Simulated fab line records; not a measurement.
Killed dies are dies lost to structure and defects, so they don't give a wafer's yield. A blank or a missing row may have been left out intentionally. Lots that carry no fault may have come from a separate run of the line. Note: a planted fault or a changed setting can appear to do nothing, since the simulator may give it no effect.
Matching of chambers / flow nand-harc / NHARC_A_STAIRCASE_DEP_156 on pecvd-01: 3 sister chambers
The step deposits SiNx, target thk 50 nm. 16 wafers are shown with their chamber, then 8 later ones without.

WAFERS, EACH WITH ITS CHAMBER
wafer=L074.2; chamber=2; heater-power-w (W)=665
wafer=L074.5; chamber=2; heater-power-w (W)=665
wafer=L074.6; chamber=0; heater-power-w (W)=718
wafer=L076.3; chamber=1; heater-power-w (W)=632
wafer=L076.4; chamber=2; heater-power-w (W)=619
wafer=L076.6; chamber=0; heater-power-w (W)=701
wafer=L077.2; chamber=0; heater-power-w (W)=689
wafer=L077.3; chamber=2; heater-power-w (W)=573
wafer=L077.5; chamber=0; heater-power-w (W)=701
wafer=L080.3; chamber=1; heater-power-w (W)=625
wafer=L080.5; chamber=1; heater-power-w (W)=637
wafer=L080.6; chamber=0; heater-power-w (W)=666
wafer=L085.2; chamber=0; heater-power-w (W)=778
wafer=L085.4; chamber=2; heater-power-w (W)=589
wafer=L085.6; chamber=1; heater-power-w (W)=610
wafer=L089.4; chamber=2; heater-power-w (W)=630

SIGNATURES, as means of the wafers listed above
reading=heater-power-w; chamber 0=708.83; chamber 1=626.00; chamber 2=623.50; scatter within a chamber=33.8
Rule: a wafer's distance from a chamber is the root of the sum, over the readings, of the square of ((its reading less the chamber's mean) divided by the reading's scatter). If the next closest chamber is less than 2 further off than the closest, the wafer can't be placed; otherwise it belongs to the closest. The scatter: the root of (the sum of the squares of (reading less its chamber's mean) over the shown wafers, divided by (wafers less chambers)).

WAFERS WITH NO CHAMBER GIVEN
wafer=L089.5; heater-power-w (W)=655
wafer=L089.6; heater-power-w (W)=537
wafer=L090.1; heater-power-w (W)=740
wafer=L090.4; heater-power-w (W)=649
wafer=L090.5; heater-power-w (W)=556
wafer=L092.1; heater-power-w (W)=638
wafer=L092.2; heater-power-w (W)=700
wafer=L092.6; heater-power-w (W)=635

CHAMBER TAKEN BY EACH
wafer=L089.5; from the rows above=can't be placed: 1 or 2 or 0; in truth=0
wafer=L089.6; from the rows above=can't be placed: 2 or 1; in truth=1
wafer=L090.1; from the rows above=0; in truth=0
wafer=L090.4; from the rows above=can't be placed: 1 or 2 or 0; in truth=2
wafer=L090.5; from the rows above=can't be placed: 2 or 1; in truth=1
wafer=L092.1; from the rows above=can't be placed: 1 or 2 or 0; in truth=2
wafer=L092.2; from the rows above=can't be placed: 0 or 1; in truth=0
wafer=L092.6; from the rows above=can't be placed: 1 or 2 or 0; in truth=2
Correctly placed: 1 of 8. From these rows, 7 cannot be placed; in 7 the true chamber is one of the candidates. Number placed wrongly: 0.
